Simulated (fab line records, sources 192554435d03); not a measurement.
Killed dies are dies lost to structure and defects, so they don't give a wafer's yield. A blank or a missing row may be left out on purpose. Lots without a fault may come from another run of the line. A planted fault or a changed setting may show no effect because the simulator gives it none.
Which tool did it? | flow n5_finfet | 24 lots, 72 wafers sampled, at 4 steps of a route of 1938

WHAT THE GAUGES READ, wafer by wafer
N5_BEOL_M11_CD_MEAS_35: target cd 70 nm. Usual: cd_nm 70.0 nm, standard deviation 0.82.
lot  | measured     | on        | cd_nm (nm)     | flag
L074 | day 11 03:57 | cd_sem-01 | 71.2 70.4 70.3 |
L075 | day 11 09:02 | cd_sem-02 | 70.6 71.5 68.6 |
L076 | day 11 16:18 | cd_sem-01 | 70.2 70.4 72.0 |
L078 | day 11 16:46 | cd_sem-02 | 70.7 70.5 70.6 |
L077 | day 11 18:50 | cd_sem-01 | 70.3 70.1 69.3 |
L081 | day 12 01:32 | cd_sem-02 | 69.2 69.4 69.2 |
L079 | day 12 07:25 | cd_sem-01 | 69.3 69.0 70.5 |
L080 | day 12 09:44 | cd_sem-03 | 69.3 70.0 68.5 |
L083 | day 12 10:03 | cd_sem-03 | 70.1 69.5 70.2 |
L082 | day 12 16:42 | cd_sem-01 | 69.4 68.9 69.6 |
L084 | day 13 08:50 | cd_sem-01 | 70.4 70.8 69.2 |
L085 | day 13 09:27 | cd_sem-03 | 69.2 70.1 70.0 |
L088 | day 14 01:52 | cd_sem-02 | 70.8 72.1 69.7 |
L086 | day 14 02:32 | cd_sem-02 | 70.4 71.0 71.1 |
L089 | day 14 19:02 | cd_sem-02 | 69.8 69.4 69.8 |
L087 | day 14 21:04 | cd_sem-01 | 70.8 68.7 69.2 |
L092 | day 14 21:49 | cd_sem-01 | 68.9 69.2 69.3 |
L090 | day 15 02:43 | cd_sem-02 | 70.2 68.9 70.3 |
L091 | day 15 02:58 | cd_sem-02 | 68.6 69.8 71.3 |
L094 | day 15 04:21 | cd_sem-01 | 71.4 71.0 70.9 |
L093 | day 15 11:19 | cd_sem-01 | 70.1 69.8 69.6 |
L095 | day 16 15:58 | cd_sem-01 | 71.3 70.3 70.3 |
L097 | day 16 23:24 | cd_sem-02 | 68.5 68.9 69.5 |
L096 | day 17 20:20 | cd_sem-01 | 69.8 68.7 69.0 |

N5_BEOL_M12_OVL_MEAS_29. Usual: M12_OVL 3 nm, standard deviation 6.1.
lot  | measured     | on         | M12_OVL (nm) | flag
L074 | day 11 08:23 | overlay-01 | -1 7 3       |
L075 | day 11 12:35 | overlay-02 | 6 8 9        |
L076 | day 11 20:08 | overlay-02 | 1 -3 -1      |
L078 | day 11 21:44 | overlay-01 | 1 -3 2       |
L077 | day 11 22:33 | overlay-02 | 0 1 -4       |
L081 | day 12 05:53 | overlay-01 | 1 0 3        |
L079 | day 12 11:20 | overlay-02 | 5 4 0        |
L080 | day 12 13:52 | overlay-01 | 8 10 9       |
L083 | day 12 14:21 | overlay-02 | -1 12 -1     |
L082 | day 12 20:44 | overlay-01 | -6 2 -6      |
L084 | day 13 14:07 | overlay-02 | 11 13 9      |
L085 | day 13 15:18 | overlay-01 | -7 -4 -9     |
L088 | day 14 05:46 | overlay-02 | -7 3 -10     |
L086 | day 14 06:25 | overlay-01 | 0 8 2        |
L089 | day 14 23:54 | overlay-01 | 4 7 5        |
L087 | day 15 02:22 | overlay-01 | -1 4 11      |
L092 | day 15 03:33 | overlay-02 | 1 -6 2       |
L090 | day 15 07:12 | overlay-02 | -1 4 -1      |
L091 | day 15 07:34 | overlay-02 | 25 16 13     |
L094 | day 15 10:04 | overlay-02 | 8 -2 5       |
L093 | day 15 15:47 | overlay-01 | 3 -5 2       |
L095 | day 16 21:05 | overlay-01 | -1 2 -10     |
L097 | day 17 04:26 | overlay-01 | 4 10 2       |
L096 | day 18 00:13 | overlay-02 | -2 8 6       |

N5_BEOL_M12_INSPECT_55: inspects for defects (darkfield). Usual: raw_defect_count 78, standard deviation 28.
lot  | measured     | on                | raw_defect_count | flag
L074 | day 11 10:49 | defect_inspect-02 | 127 115 113      |
L075 | day 11 14:54 | defect_inspect-02 | 90 87 85         |
L076 | day 12 02:31 | defect_inspect-02 | 91 62 79         |
L078 | day 12 03:42 | defect_inspect-01 | 147 114 120      |
L077 | day 12 06:07 | defect_inspect-02 | 80 72 74         |
L081 | day 12 10:12 | defect_inspect-02 | 75 94 63         |
L079 | day 12 19:47 | defect_inspect-01 | 90 164 91        |
L080 | day 12 20:51 | defect_inspect-02 | 61 86 99         |
L083 | day 12 20:31 | defect_inspect-01 | 101 201 143      |
L082 | day 13 01:04 | defect_inspect-02 | 28 39 56         |
L084 | day 13 19:49 | defect_inspect-01 | 44 65 57         |
L085 | day 14 00:32 | defect_inspect-02 | 57 72 83         |
L088 | day 14 09:38 | defect_inspect-01 | 86 92 64         |
L086 | day 14 17:47 | defect_inspect-02 | 87 97 121        |
L089 | day 15 02:59 | defect_inspect-02 | 75 58 58         |
L087 | day 15 04:49 | defect_inspect-02 | 98 70 88         |
L092 | day 15 07:52 | defect_inspect-02 | 61 46 73         |
L090 | day 15 09:26 | defect_inspect-01 | 66 104 61        |
L091 | day 15 12:10 | defect_inspect-02 | 60 55 60         |
L094 | day 15 18:26 | defect_inspect-01 | 100 94 69        |
L093 | day 15 23:53 | defect_inspect-02 | 63 73 41         |
L095 | day 17 00:22 | defect_inspect-01 | 56 101 112       |
L097 | day 17 07:19 | defect_inspect-01 | 33 58 48         |
L096 | day 18 05:15 | defect_inspect-02 | 66 64 85         |

WHICH TOOL RAN EACH LOT (tool, then ch and the chambers of the sampled wafers, then the start)
lot  | N5_BEOL_M11_DEP_56
L074 | pecvd-04 ch 0,2, day 11 06:21
L075 | pecvd-01 ch 1,2, day 11 10:57
L076 | pecvd-01 ch 1,2, day 11 18:37
L078 | pecvd-02 ch 0,2, day 11 20:14
L077 | pecvd-01 ch 0,1, day 11 20:55
L081 | pecvd-02 ch 0,1,2, day 12 04:20
L079 | pecvd-02 ch 1,2, day 12 09:43
L080 | pecvd-04 ch 0,1,2, day 12 12:14
L083 | pecvd-02 ch 0,1,2, day 12 12:31
L082 | pecvd-04 ch 0,1, day 12 19:01
L084 | pecvd-01 ch 1,2, day 13 12:30
L085 | pecvd-04 ch 0,2, day 13 13:09
L088 | pecvd-02 ch 0,1, day 14 04:06
L086 | pecvd-02 ch 0,1, day 14 04:51
L089 | pecvd-02 ch 0,1,2, day 14 22:14
L087 | pecvd-01 ch 1,2, day 15 00:49
L092 | pecvd-01 ch 1,2, day 15 02:03
L090 | pecvd-02 ch 1,2, day 15 05:41
L091 | pecvd-04 ch 0,2, day 15 05:56
L094 | pecvd-04 ch 0,1, day 15 08:01
L093 | pecvd-04 ch 0,2, day 15 14:03
L095 | pecvd-02 ch 1,2, day 16 19:11
L097 | pecvd-02 ch 0,1, day 17 02:45
L096 | pecvd-04 ch 0,1,2, day 17 22:26
- N5_BEOL_M11_DEP_56: deposits SiCN from 3MS/NH3, target thk 30 nm, time 10.5 s.

WHAT THE TOOLS THEMSELVES READ (means of the sampled wafers that have a number; where no wafer has one, the mark that the record gives instead)
N5_BEOL_M11_DEP_56. Usual: showerhead_plenum_p_Torr 4.170 Torr, standard deviation 0.02; throttle_valve_pct 17.9 %, standard deviation 0.97.
lot  | tool     | showerhead_plenum_p_Torr (Torr) | throttle_valve_pct (%) | flag
L074 | pecvd-04 | 4.189                           | 18.5                   |
L075 | pecvd-01 | 4.170                           | 17.1                   |
L076 | pecvd-01 | 4.166                           | 17.2                   |
L078 | pecvd-02 | 4.191                           | 17.3                   |
L077 | pecvd-01 | 4.167                           | 17.6                   |
L081 | pecvd-02 | 4.169                           | 17.4                   |
L079 | pecvd-02 | 4.170                           | 17.0                   |
L080 | pecvd-04 | 4.184                           | 18.9                   |
L083 | pecvd-02 | 4.176                           | 17.3                   |
L082 | pecvd-04 | 4.187                           | 19.7                   |
L084 | pecvd-01 | 4.158                           | 16.8                   |
L085 | pecvd-04 | 4.172                           | 18.3                   |
L088 | pecvd-02 | 4.175                           | 17.8                   |
L086 | pecvd-02 | 4.165                           | 17.9                   |
L089 | pecvd-02 | 4.174                           | 17.5                   |
L087 | pecvd-01 | 4.158                           | 16.7                   |
L092 | pecvd-01 | 4.169                           | 17.3                   |
L090 | pecvd-02 | 4.169                           | 17.1                   |
L091 | pecvd-04 | 4.182                           | 18.6                   |
L094 | pecvd-04 | 4.187                           | 19.7                   |
L093 | pecvd-04 | 4.187                           | 18.7                   |
L095 | pecvd-02 | 4.159                           | 17.5                   |
L097 | pecvd-02 | 4.161                           | 17.8                   |
L096 | pecvd-04 | 4.184                           | 19.0                   |

THE ANSWER, worked out from the rows above alone
Rule: a lot is off if the mean of its wafers that have a number lies more than 3 standard deviations from the usual mean. A lot without any number at a reading at which 4 lots or more have one is off too. The other lots that the step has rows for count as sound. The gauges are gone through in route order, then the tools' own readings, and for those a lot's mean is taken as printed above. The first step at which some lot is off is used, and at that step the reading that is off furthest; a lot without a number counts as furthest.
No lot is off at any reading shown: from this, nothing can be told.

WHAT THE SIMULATOR HAD PUT IN
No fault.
